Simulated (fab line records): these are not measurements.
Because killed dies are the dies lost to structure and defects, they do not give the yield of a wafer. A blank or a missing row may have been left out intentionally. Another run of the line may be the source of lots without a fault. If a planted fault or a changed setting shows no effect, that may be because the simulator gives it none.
Chamber matching    flow nand-harc    NHARC_A_SGD_CUT_ETCHBACK_24 on rie-diel-10: 4 sister chambers
The step etches the open film in CH3F/O2, target depth 50 nm, time 92.857 s. 18 wafers are shown with their chamber, then 9 later ones without.

## EACH WAFER AND ITS CHAMBER
wafer   chamber  drypump-motor-current-A (A)  rf-vpp-V (V)  throttle-valve-pct (%)
L077.2  3        5.0                          241.4         20.660
L077.3  0        5.0                          244.1         20.657
L077.6  3        5.1                          243.3         20.644
L078.2  2        5.2                          243.3         20.675
L078.4  1        5.1                          242.1         20.646
L078.6  2        5.2                          245.4         20.667
L078.1  0        5.0                          244.2         20.666
L078.3  3        5.1                          241.1         20.681
L078.5  3        5.0                          242.4         20.663
L082.1  0        5.0                          242.7         20.659
L082.4  2        5.2                          245.7         20.651
L082.6  0        5.0                          244.6         20.652
L083.2  1        5.1                          242.4         20.665
L083.4  3        5.1                          241.7         20.666
L083.6  0        5.0                          242.7         20.667
L088.4  2        5.2                          244.4         20.667
L088.5  3        5.1                          243.6         20.667
L088.6  0        5.0                          245.6         20.658

SIGNATURES, as means of the wafers listed above
reading                  chamber 0  chamber 1  chamber 2  chamber 3  scatter within a chamber
drypump-motor-current-A  5.000      5.100      5.200      5.067      0.0309
rf-vpp-V                 243.983    242.250    244.700    242.250    1.04
throttle-valve-pct       20.65983   20.65550   20.66500   20.66350   0.00987
Rule: for each reading, subtract the chamber's mean from the wafer's reading, divide by that reading's scatter and square the result; add these up over the readings and take the root, which gives the wafer's distance from the chamber. The wafer belongs to the nearest chamber; if the next one is less than 2 further off, it can't be placed. How the scatter is found: for the shown wafers, subtract from each reading the mean of its chamber, square and add these, divide the total by (wafers less chambers), then take the root.

## WAFERS WITH NO CHAMBER GIVEN
wafer   drypump-motor-current-A (A)  rf-vpp-V (V)  throttle-valve-pct (%)
L094.1  5.1                          240.9         20.657
L094.2  5.2                          246.2         20.668
L094.4  5.0                          243.4         20.669
L095.2  5.1                          243.1         20.650
L095.3  5.0                          244.2         20.675
L095.6  5.2                          243.2         20.663
L097.2  5.0                          241.2         20.665
L097.3  5.2                          246.1         20.661
L097.6  5.1                          243.4         20.676

## CHAMBER TAKEN BY EACH
wafer   from the rows above                in truth
L094.1  can't be placed: 1 or 3            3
L094.2  2                                  2
L094.4  can't be placed: 0 or 3            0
L095.2  can't be placed: 1 or 3            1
L095.3  can't be placed: 0 or 3            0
L095.6  can't be placed: 2 or 1            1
L097.2  can't be placed: 3 or 0 or 1       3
L097.3  2                                  2
L097.6  can't be placed: 3 or 1 or 2 or 0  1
2 of 9 placed correctly. Unplaceable from these rows: 7, with the true chamber sitting among the candidates in 7. 0 placed wrongly.
